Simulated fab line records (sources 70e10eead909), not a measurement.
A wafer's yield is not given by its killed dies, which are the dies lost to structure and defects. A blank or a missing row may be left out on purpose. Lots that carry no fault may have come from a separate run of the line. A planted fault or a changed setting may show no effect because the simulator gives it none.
Chamber matching || flow nand harc || NHARC_A_CHANNEL_FILL_D1_ALD_16 on ald hk-01 has 4 sister chambers
The step deposits SiO2, target thk 1.5 nm, pulse time 10 s, ald cycles 15. 4 wafers are shown with their chamber, then 9 later ones without.

## EACH WAFER AND ITS CHAMBER
{"wafer": "L076.5", "chamber": 1, "heater power w (W)": 488}
{"wafer": "L078.6", "chamber": 3, "heater power w (W)": 488}
{"wafer": "L083.1", "chamber": 0, "heater power w (W)": 392}
{"wafer": "L083.6", "chamber": 2, "heater power w (W)": 483}

## WAFERS MISSING THEIR CHAMBER
{"wafer": "L090.1", "heater power w (W)": 485}
{"wafer": "L090.2", "heater power w (W)": 397}
{"wafer": "L090.4", "heater power w (W)": 492}
{"wafer": "L094.3", "heater power w (W)": 511}
{"wafer": "L094.4", "heater power w (W)": 398}
{"wafer": "L094.6", "heater power w (W)": 492}
{"wafer": "L097.1", "heater power w (W)": 491}
{"wafer": "L097.3", "heater power w (W)": 488}
{"wafer": "L097.6", "heater power w (W)": 486}

## WHICH CHAMBER EACH WENT THROUGH
{"wafer": "L090.1", "from the rows above": "can't be placed: 2 or 1 or 3", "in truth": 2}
{"wafer": "L090.2", "from the rows above": 0, "in truth": 0}
{"wafer": "L090.4", "from the rows above": "can't be placed: 1 or 3 or 2", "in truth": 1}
{"wafer": "L094.3", "from the rows above": "can't be placed: 1 or 3 or 2", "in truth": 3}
{"wafer": "L094.4", "from the rows above": 0, "in truth": 0}
{"wafer": "L094.6", "from the rows above": "can't be placed: 1 or 3 or 2", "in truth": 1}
{"wafer": "L097.1", "from the rows above": "can't be placed: 1 or 3 or 2", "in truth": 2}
{"wafer": "L097.3", "from the rows above": "can't be placed: 1 or 3 or 2", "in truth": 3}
{"wafer": "L097.6", "from the rows above": "can't be placed: 1 or 3 or 2", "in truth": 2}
Correctly placed: 2 of 9. Unplaceable from these rows: 7, with the true chamber sitting among the candidates in 7. Placed wrongly: 0.
How it was worked out, from the rows above alone: a wafer's distance from a chamber is the root of the sum, over the readings, of the square of ((its reading less the chamber's mean) divided by the reading's scatter). If the next closest chamber is less than 2 further off than the closest, the wafer can't be placed; otherwise it belongs to the closest. The mean given for a chamber averages the wafers shown for that chamber. The scatter: root of mean squared gap, hidden wafer to nearest shown wafer, with one shown wafer a chamber.
